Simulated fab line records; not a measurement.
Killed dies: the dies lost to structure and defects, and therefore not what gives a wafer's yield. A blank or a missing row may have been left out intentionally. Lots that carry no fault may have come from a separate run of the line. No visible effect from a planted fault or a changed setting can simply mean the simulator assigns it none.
fab line records	flow n5-finfet
record lots=3	wafers=9	last-day=15
route steps=1938 shown HKMG_FIN@428 GATE_CUT@465 BEOL_M4@1111 PASSIVATION@1936
lots that met no fault: from a run of the same line without faults
start-h: hours from the record's first day to the start of the lot's first wafer shown	wait-h: hours from the lot's prior step to this one	" repeats the value in the row above	L1.1+2: a single row standing in for several wafers	- no value present, or no start provided	* or withheld: withheld	< > ~ a bound
route shown NAME@n: NAME is a module with steps in the file, n the number in the route of the first one	usual: the fault-free wafers' mean and standard deviation	same: alike in all rows	chamber/n: place in a boat	sites: each site's reading	_std_site: standard deviation of those values	_edge_site: outer sites' mean less inner sites'	radius-mm: for every site, how far away it sits from the centre of the wafer	mask NAME#n: copy n	behind: the last tool/chamber to shape the wafer	hold: the reason the lot was held/the length of the hold in hours/how it ended	device: transistor that didn't switch, given as n, p or np	end of line: the tests these same wafers got at the end of their route	where a step has no rows: the recipe by itself	killed: at the first sort, the dies lost to defects and structure; wafer yield is something else	map: a wafer's dies, x killed, . not, _ none there
set.NAME: the setting that was run; set.NAME@STEP: the one run at that earlier step	model.NAME: the simulator's own value behind a step, which no gauge read
certain route steps with their lots: each step a table, each wafer a row
## steps
# step N5_HKMG_FIN_PEB_10
# recipe peb-temp-c=withheld	peb-time-s=60	resist=CAR-ArF
# step N5_HKMG_FIN_DEVELOP_11
# recipe develop-time-s=30	developer=TMAH	resist=CAR-ArF	dev-temp-c=23	rinse-liquid=diw	dry=air-spin
# step N5_HKMG_FIN_DESCUM_17
# recipe chemistry=O2	time-s=7.9	source-power-w=50	bias-power-w=20	pressure-mtorr=20	rf-frequency-hz=2.712e+07	temp-c=40	resist=CAR-ArF	o2-flow-sccm=225
# step N5_HKMG_FIN_ETCH_31
# recipe chemistry=CF4	target=SiARC	target-depth-a=455	mask-material=CAR-ArF	time-s=75.8	ion-energy-ev=80	pressure-mtorr=40	source-w=545	bias-w=36	Ar_flow_sccm=100	cf4-flow-sccm=100	ends=cleared
# step N5_HKMG_FIN_ETCH_32
# recipe chemistry=N2/H2	target=SOC	target-depth-a=2400	temp-c=40	time-s=300	ion-energy-ev=200	mask-material=SiARC	pressure-mtorr=30	source-w=840	bias-w=150	n2-flow-sccm=200	h2-flow-sccm=200
# step N5_HKMG_FIN_STRIP_33
# recipe chemistry=N2/H2	temp-c=40	n2-flow-sccm=200	h2-flow-sccm=200	rf-frequency-hz=6e+07
# step N5_HKMG_FIN_STRIP_34
# recipe chemistry=CF4	resist=SiARC	power-w=300	bias-power-w=75	pressure-mtorr=50	cf4-flow-sccm=150	rf-frequency-hz=6e+07
# step N5_HKMG_FIN_ETCH_35
# recipe chemistry=N2/H2	target=SOC	target-depth-a=2158	ion-energy-ev=65	bias-w=5	source-w=3000	time-s=243.4	pressure-mtorr=30	n2-flow-sccm=200	h2-flow-sccm=200
# step N5_HKMG_FIN_STRIP_92
# recipe chemistry=N2/H2	material=SOC	time-s=20	power-w=500	temp-c=40	pressure-mtorr=50	rf-frequency-hz=6e+07	bias-power-w=8	h2-frac=0.5	n2-flow-sccm=300	h2-flow-sccm=300
# step N5_HKMG_FIN_WET_ETCH_18
# recipe chemistry=SC1	target=TiN	mix=1:1:5	temp-c=*	time-s=55	target-depth-nm=5.2	dry=ipa-marangoni	rinse-time-s=30	rinse-temp-c=23
# usual bath-guard-temp-C=*
lot.wafer	tool	chamber	start-h	wait-h	bath-guard-temp-C
L535.2	wet-bench-05	4	113.38	0.1	*
L535.5	"	3	"	"	*
L535.6	"	1	"	"	*
L539.3	wet-bench-05	1	137.65	0.1	*
L539.5	"	4	"	"	*
L539.6	"	5	"	"	*
L544.2	wet-bench-05	1	169.60	0.1	*
L544.3	"	0	"	"	*
L544.5	"	7	"	"	*
# step N5_HKMG_FIN_STRIP_19
# recipe chemistry=N2/H2	power-w=2500	temp-c=300	h2-frac=0.65	time-s=360	pressure-mtorr=withheld	n2-flow-sccm=1750	h2-flow-sccm=3250
# step N5_HKMG_FIN_ALD_91
# recipe material=TiN	target-thk-a=10	temp-c=400	ald-precursor-family=TiCl4	ald-co-reactant=NH3	pulse-time-s=1	purge-time-s=3	co-reactant-purge-time-s=2	co-reactant-pulse-time-s=2	ald-cycles=47	pressure-torr=3
# step N5_HKMG_FIN_COAT_85
# recipe resist=SOC	temp-c=250	time-s=60	spin-rpm=1500	resist-thk-nm=300
# step N5_HKMG_FIN_ETCH_86
# recipe chemistry=N2/H2	target=SOC	target-depth-a=3932	stop-on=TiN	ion-energy-ev=100	bias-w=61	pressure-mtorr=30	source-w=850	n2-flow-sccm=200	h2-flow-sccm=200
# step N5_HKMG_FIN_STRIP_89
# recipe chemistry=N2/H2	material=SOC	time-s=20	power-w=500	temp-c=40	pressure-mtorr=50	rf-frequency-hz=6e+07	bias-power-w=8	h2-frac=0.5	n2-flow-sccm=300	h2-flow-sccm=300
# step N5_HKMG_FIN_WET_ETCH_87
# recipe chemistry=SC1	target=TiN	mix=1:2:40	temp-c=50	time-s=154.2	target-depth-nm=4.7	dry=ipa-marangoni	rinse-time-s=30	rinse-temp-c=23
# step N5_HKMG_FIN_STRIP_88
# recipe chemistry=N2/H2	power-w=2500	temp-c=300	h2-frac=0.65	time-s=360	pressure-mtorr=withheld	n2-flow-sccm=1750	h2-flow-sccm=3250
# step N5_HKMG_FIN_NWFM_ALD_20
# recipe material=TiAlC	target-thk-a=20	temp-c=300	ald-precursor-family=TiCl4	ald-co-reactant=TEA	pulse-time-s=3	purge-time-s=2	co-reactant-purge-time-s=2	co-reactant-pulse-time-s=10	ald-cycles=7	pressure-torr=3
# step N5_HKMG_FIN_ALD_71
# recipe material=TiN	target-thk-a=10	temp-c=400	ald-precursor-family=TiCl4	ald-co-reactant=NH3	pulse-time-s=1	purge-time-s=3	co-reactant-purge-time-s=2	co-reactant-pulse-time-s=2	ald-cycles=47	pressure-torr=3
# step N5_HKMG_FIN_COAT_66
# recipe resist=SOC	temp-c=250	time-s=60	spin-rpm=1500	resist-thk-nm=300
# step N5_HKMG_FIN_ETCH_67
# recipe chemistry=N2/H2	target=SOC	target-depth-a=3889	stop-on=TiN	ion-energy-ev=100	bias-w=61	pressure-mtorr=30	source-w=850	n2-flow-sccm=200	h2-flow-sccm=200
# step N5_HKMG_FIN_STRIP_90
# recipe chemistry=N2/H2	material=SOC	time-s=20	power-w=500	temp-c=40	pressure-mtorr=50	rf-frequency-hz=6e+07	bias-power-w=8	h2-frac=0.5	n2-flow-sccm=300	h2-flow-sccm=300
# step N5_HKMG_FIN_WET_ETCH_73
# recipe chemistry=SC1	mix=1:2:40	temp-c=50	time-s=42.3	target-depth-nm=1.3	dry=ipa-marangoni	rinse-time-s=30	rinse-temp-c=23
# step N5_HKMG_FIN_ETCHBACK_68
# recipe chemistry=Cl2/Ar	stop-on=HfO2	target-depth-a=5	pressure-mtorr=10	icp-w=600	bias-w=60	Cl2_flow_sccm=40	Ar_flow_sccm=60
# step N5_HKMG_FIN_STRIP_69
# recipe chemistry=N2/H2	power-w=2500	temp-c=300	h2-frac=0.65	time-s=360	pressure-mtorr=withheld	n2-flow-sccm=1750	h2-flow-sccm=3250
# step N5_HKMG_FIN_ALD_21
# recipe material=TiN	target-thk-a=15	temp-c=400	ald-precursor-family=TiCl4	ald-co-reactant=NH3	pulse-time-s=1	purge-time-s=3	co-reactant-purge-time-s=2	co-reactant-pulse-time-s=2	ald-cycles=68	pressure-torr=3
# step N5_HKMG_FIN_ALD_72
# recipe material=W	target-thk-a=20	temp-c=300	pressure-torr=7.5	ald-precursor-family=WF6	ald-co-reactant=B2H6	pulse-time-s=1	purge-time-s=2	co-reactant-purge-time-s=2	co-reactant-pulse-time-s=3	ald-cycles=7
# step N5_HKMG_FIN_W_FILL_22
# recipe material=W	target-thk-a=600	temp-c=400	pressure-torr=39.4	time-s=18.2
# step N5_HKMG_FIN_PRECLEAN_83
# recipe chemistry=DIW	time-s=57.5	temp-c=23
# step N5_HKMG_FIN_SRD_84
# recipe dry-time-s=32	dry=n2-spin	spin-rpm=1500
# step N5_HKMG_FIN_CMP_23
# recipe stop-on=SiNx	t-overpolish-s=10	post-cmp-clean=rinse-only	down-force-psi=4	platen-rpm=50.289	pad-velocity-m-s=1.0006	target-thk-nm=46.326
# step N5_HKMG_FIN_CMP_94
# recipe stop-on=SiNx	post-cmp-clean=w-dilute-nh4oh	t-overpolish-s=4.7	down-force-psi=4	platen-rpm=50.289	pad-velocity-m-s=1.0006	target-thk-nm=43.299
# step N5_GATE_CUT_ETCHBACK_00
# recipe chemistry=SF6/Cl2	target=W	pressure-mtorr=8	icp-w=900	bias-w=80	SF6_flow_sccm=40	Cl2_flow_sccm=60
# step N5_GATE_CUT_ETCH_56
# recipe chemistry=Cl2/Ar	target=TiN	target-depth-a=216	pressure-mtorr=10	icp-w=600	bias-w=60	Cl2_flow_sccm=40	Ar_flow_sccm=60
# step N5_GATE_CUT_ETCHBACK_30
# recipe chemistry=Cl2/Ar	target=TiN	target-depth-a=30	mode=isotropic	pressure-mtorr=10	icp-w=600	bias-w=60	Cl2_flow_sccm=40	Ar_flow_sccm=60
# step N5_GATE_CUT_VAPOR_ETCH_60
# recipe chemistry=BCl3/Cl2	target=HfO2	mode=isotropic
# step N5_GATE_CUT_ETCH_58
# recipe chemistry=CH3F/O2	target=SiNx	target-depth-a=170	time-s=128.6	ion-energy-ev=50	pressure-mtorr=30	source-w=415	bias-w=21	Ar_flow_sccm=150	CH3F_flow_sccm=30	O2_flow_sccm=20
# step N5_BEOL_M4_RC_MEAS_101
# usual DIBL_N=36.4/1.5	DIBL_P=36.4/1.6	IOFF_N=0.164/0.025	IOFF_N_85C=3.2/0.39	IOFF_N_LIN=0.075/0.0096	IOFF_N_LONG=5.55e-05/2.1e-06	IOFF_P=0.214/0.028	ION_N=675/9.9	ION_P=463/6.5	SS_N=71.5/0.5	SS_P=73.3/0.56	VT_N=249.2/2.7	VT_N_LONG=274.8/2.2	VT_N_LVT=98.0/2.9	VT_P=-250.1/2.8
lot.wafer	tool	chamber	start-h	wait-h	DIBL_N[mV/V]	DIBL_P[mV/V]	IOFF_N[nA/um]	IOFF_N_85C[nA/um]	IOFF_N_LIN[nA/um]	IOFF_N_LONG[nA/um]	IOFF_P[nA/um]	ION_N[uA/um]	ION_P[uA/um]	SS_N[mV/dec]	SS_P[mV/dec]	VT_N[mV]	VT_N_LONG[mV]	VT_N_LVT[mV]	VT_P[mV]
L535.2	prober-01	0	205.09	0.2	36.7	37.9	0.170	3.2	0.078	5.72e-05	0.231	676	466	72.4	73.5	250.0	273.8	98.2	-249.0
L535.5	"	0	"	"	37.9	40.2	0.198	3.6	0.089	5.7e-05	0.263	683	468	71.8	74.4	247.6	276.9	94.5	-246.9
L535.6	"	0	"	"	37.3	39.3	0.174	3.4	0.080	5.69e-05	0.245	674	458	72.2	74.0	248.1	271.5	97.9	-249.2
L539.3	prober-01	0	219.35	0.3	35.4	34.2	0.152	3.0	0.073	5.64e-05	0.212	679	465	70.9	71.7	248.8	273.0	101.1	-251.6
L539.5	"	0	"	"	36.4	35.0	0.157	3.1	0.074	5.52e-05	0.233	678	466	70.7	72.6	248.4	277.0	101.6	-246.0
L539.6	"	0	"	"	37.0	35.8	0.178	3.4	0.082	5.63e-05	0.234	669	460	71.8	73.2	246.1	276.3	99.7	-248.0
L544.2	prober-02	0	265.09	0.2	36.7	35.9	0.172	3.3	0.076	5.44e-05	0.212	678	460	71.6	73.2	250.0	276.1	98.3	-252.2
L544.3	"	0	"	"	35.6	34.0	0.005	0.2	0.002	2.18e-05	0.185	472	466	71.0	72.5	346.5	369.8	193.5	-249.8
L544.5	"	0	"	"	35.6	34.0	0.141	2.9	0.066	5.36e-05	0.182	669	457	71.2	72.2	252.1	277.8	101.3	-252.6
# step N5_PASSIVATION_PROBE_49
# usual defect-limited-yield=91.1/1.4	killed_at_M0_to_M3=35/8.7	killed_at_M4_up=14/5.3	killed-at-contacts=12/6.2	killed-at-front-end=41/12	killed-at-other=3.4/2.6	killed-dies=105/16	killed-open=67/13	killed-short=36/7.3	sort_bin_5_function=5.2/0.96	sort_bin_6_memory=3.3/0.6	sort_bin_8_speed=0/0	sort-n-pass=1075/16	sort-yield-pct=91.1/1.4
# same gross-dies=1180	killed-at-back-side=0	sort_bin_4_leakage[%]=0
lot.wafer	tool	chamber	start-h	wait-h	defect-limited-yield[%]	killed_at_M0_to_M3	killed_at_M4_up	killed-at-contacts	killed-at-front-end	killed-at-other	killed-dies	killed-open	killed-short	sort_bin_5_function[%]	sort_bin_6_memory[%]	sort_bin_8_speed[%]	sort-n-pass	sort-yield-pct[%]
L535.2	prober-01	-	305.19	0.1	89.6	29	14	19	57	4	123	83	37	5.9	4.3	0	1057	89.6
L535.5	prober-01	-	305.34	0.2	90.6	32	14	6	58	1	111	78	31	6.4	3.0	0	1069	90.6
L535.6	prober-01	-	305.39	0.3	90.6	28	16	3	62	2	111	85	24	5.9	3.2	0	1069	90.6
L539.3	prober-02	-	321.52	0.1	92.1	18	18	14	43	0	93	63	29	5.1	2.5	0	1087	92.1
L539.5	prober-02	-	321.62	0.2	91.4	24	11	16	50	0	101	74	25	5.4	3.1	0	1079	91.4
L539.6	prober-02	-	321.67	0.3	90.1	41	19	21	32	4	117	86	29	5.3	4.2	0	1063	90.1
L544.2	prober-02	-	368.35	0.1	90.9	33	19	17	32	6	107	78	29	4.8	4.1	0	1073	90.9
L544.3	prober-02	-	368.40	0.1	90.8	40	27	10	28	4	109	76	32	5.3	3.3	90.76	0	0
L544.5	prober-02	-	368.50	0.2	92.5	20	12	10	42	4	88	60	28	5.1	2.4	0	1092	92.5
# killed by level:class
L535.2 FIN_SAQP:geometric-particle:open=29 MOL_CONTACT_COAG:geometric-particle:open=17 BEOL_M0_SAQP:geometric-particle:open=11 BEOL_M0_SAQP:geometric-particle:short=7 FIN_SAQP:geometric-particle:short=6 GATE_CUT:geometric-particle:short=6 STI_FIN_REVEAL:geometric-particle:open=5 PASS1_CAP:geometric-particle:short=3
L535.5 FIN_SAQP:geometric-particle:open=19 STI_FIN_REVEAL:geometric-particle:open=11 BEOL_M0_SAQP:geometric-particle:open=10 BEOL_M0_SAQP:geometric-particle:short=7 BEOL_M4:geometric-particle:open=7 FIN_SAQP:geometric-particle:short=6 DUMMY_GATE:geometric-particle:open=6 GATE_CUT:geometric-particle:short=5
L535.6 STI_FIN_REVEAL:geometric-particle:open=17 FIN_SAQP:geometric-particle:open=12 BEOL_M3:geometric-particle:open=9 BEOL_M1:geometric-particle:open=8 GATE_CUT:geometric-particle:open=7 DUMMY_GATE:geometric-particle:open=6 BEOL_M2:geometric-particle:open=6 STARTING-WAFER:geometric-particle:short=5
L539.3 FIN_SAQP:geometric-particle:short=10 MOL_CONTACT_COAG:geometric-particle:open=10 BEOL_M5:geometric-particle:open=10 STI_FIN_REVEAL:geometric-particle:open=9 FIN_SAQP:geometric-particle:open=7 BEOL_M0_SAQP:geometric-particle:open=6 GATE_CUT:geometric-particle:open=4 MOL_CONTACT_COAG:geometric-particle:short=4
L539.5 STI_FIN_REVEAL:geometric-particle:open=23 MOL_CONTACT_COAG:geometric-particle:open=13 BEOL_M1:geometric-particle:open=9 BEOL_M0_SAQP:geometric-particle:open=7 FIN_SAQP:geometric-particle:short=6 BEOL_M4:geometric-particle:open=5 STI_FIN_REVEAL:geometric-particle:short=4 BEOL_M3:geometric-particle:open=4
L539.6 MOL_CONTACT_COAG:geometric-particle:open=21 STI_FIN_REVEAL:geometric-particle:open=11 BEOL_M1:geometric-particle:open=10 BEOL_M0_SAQP:geometric-particle:open=10 BEOL_M0_SAQP:geometric-particle:short=8 BEOL_M3:geometric-particle:open=7 FIN_SAQP:geometric-particle:short=5 BEOL_M5:geometric-particle:open=5
L544.2 MOL_CONTACT_COAG:geometric-particle:open=15 BEOL_M3:geometric-particle:open=9 FIN_SAQP:geometric-particle:open=7 BEOL_M0:geometric-particle:open=7 DUMMY_GATE:geometric-particle:open=6 BEOL_M4:geometric-particle:open=6 STI_FIN_REVEAL:geometric-particle:open=5 BEOL_M0_SAQP:geometric-particle:short=4
L544.3 BEOL_M4:geometric-particle:open=15 MOL_CONTACT_COAG:geometric-particle:open=8 BEOL_M3:geometric-particle:open=7 BEOL_M0_SAQP:geometric-particle:short=7 DUMMY_GATE:geometric-particle:open=6 BEOL_M2:geometric-particle:open=6 BEOL_M4:geometric-particle:short=6 STI_FIN_REVEAL:geometric-particle:open=5
L544.5 FIN_SAQP:geometric-particle:open=15 FIN_SAQP:geometric-particle:short=7 MOL_CONTACT_COAG:geometric-particle:open=7 BEOL_M3:geometric-particle:open=6 STARTING-WAFER:geometric-particle:open=6 STI_FIN_REVEAL:geometric-particle:open=5 BEOL_M1:geometric-particle:short=5 BEOL_M4:geometric-particle:open=4
# map L544.3 (x killed, . not)
_________________...x..x.....________________
______________....x...x........x_____________
___________....................x...__________
__________..........x..............._________
________.......xxx......x...x....x...._______
_______................................______
______.xx..........x....x..............._____
_____.............................x......____
____x.....................................___
___...............xx..x..x...xxx....x......__
___.......x........x....x.x................__
__...........x.........................x.x.._
__.x...x...............x.....x.............._
_.........x...x............xx....x...x.......
_x....................x.......x...........x..
_.........x............................x.....
_....x.......x.x.......xx...x................
_..........................................x.
_.............................x......x....x..
_x...x...............................x.......
_.x.x.......x....x.........x....x............
__..............x..........................._
__.....x...x.....x....x...xx.............x.._
___................x.......x...............__
___..................x.....................__
____..x........x.x.........xx..........x..___
_____........x......x.......xx...........____
______........xx...........x...x.......x_____
_______x.....x...............x.........______
________.......x...x....x..x......x..._______
__________...x.x...................._________
___________....x....x........x.....__________
______________.................._____________
_________________..x.........________________
# map L535.2 (x killed, . not)
_________________............________________
______________....x........x...._____________
___________x.......................__________
__________............x.x..xx......._________
________.........................xx..._______
_______..............x.................______
______...............x.......x......x.xx_____
_____........................x..x........____
____....x................x.........x.x....___
___x........x.................xx.x...x...x.__
___..........x.......xx.........x....x.....__
__...x...................x...x..x.........x._
__....x....x......x..x..................x..._
_.......x..x......x......x..x................
_....................................x.......
_....................x.x....x...x..........x.
_........x..........x...x....x...x..........x
_.........x.......x...............x..........
_...x....x.xx......x.........x...............
_....x....x.............x........x.........x.
_......x.......x.x.........x.xx.......x......
__.........xx.....x........x...............x_
__x.......x.................xx.............._
___...x..x....xx.x...................x....x__
___x.x.....................x.....xx........__
____.x..........x.......................x.___
_____...x...............x................____
______..x......x......x........x........_____
_______............................xx..______
________........xx...................._______
__________............xx..x........._________
___________...............x......x.__________
______________...............x.._____________
_________________...x.x......________________
## key
first-sign step=N5_BEOL_M4_RC_MEAS_101	reading=VT_N_LONG	direction=up	sigmas=43	usual=274.8	struck=369.8
effect step=N5_BEOL_M4_RC_MEAS_101	reading=VT_N	direction=up	sigmas=36	usual=249.2	struck=346.5
effect step=N5_BEOL_M4_RC_MEAS_101	reading=VT_N_LVT	direction=up	sigmas=33	usual=98.0	struck=193.5
effect step=N5_BEOL_M4_RC_MEAS_101	reading=ION_N	direction=down	sigmas=21	usual=675	struck=472
effect step=N5_BEOL_M4_RC_MEAS_101	reading=IOFF_N_LONG	direction=down	sigmas=16	usual=5.55e-05	struck=2.18e-05
effect step=N5_BEOL_M4_RC_MEAS_101	reading=IOFF_N_85C	direction=down	sigmas=7.7	usual=3.2	struck=0.2
effect step=N5_BEOL_M4_RC_MEAS_101	reading=IOFF_N_LIN	direction=down	sigmas=7.6	usual=0.075	struck=0.002
effect step=N5_BEOL_M4_RC_MEAS_101	reading=IOFF_N	direction=down	sigmas=6.4	usual=0.164	struck=0.005
effect step=N5_PASSIVATION_PROBE_49	reading=sort_bin_8_speed	direction=up	sigmas=99+	usual=0	struck=90.76
met-at N5_HKMG_FIN_WET_ETCH_18
struck-wafers L544.3
fault kind=process-parameter-drift	tool=wet-bench-05	chamber=0	onset-h=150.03	steps=N5_HKMG_FIN_WET_ETCH_18	channel=time-s	offset=*	shape=step	end-h=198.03	acts-in=*	stated=*
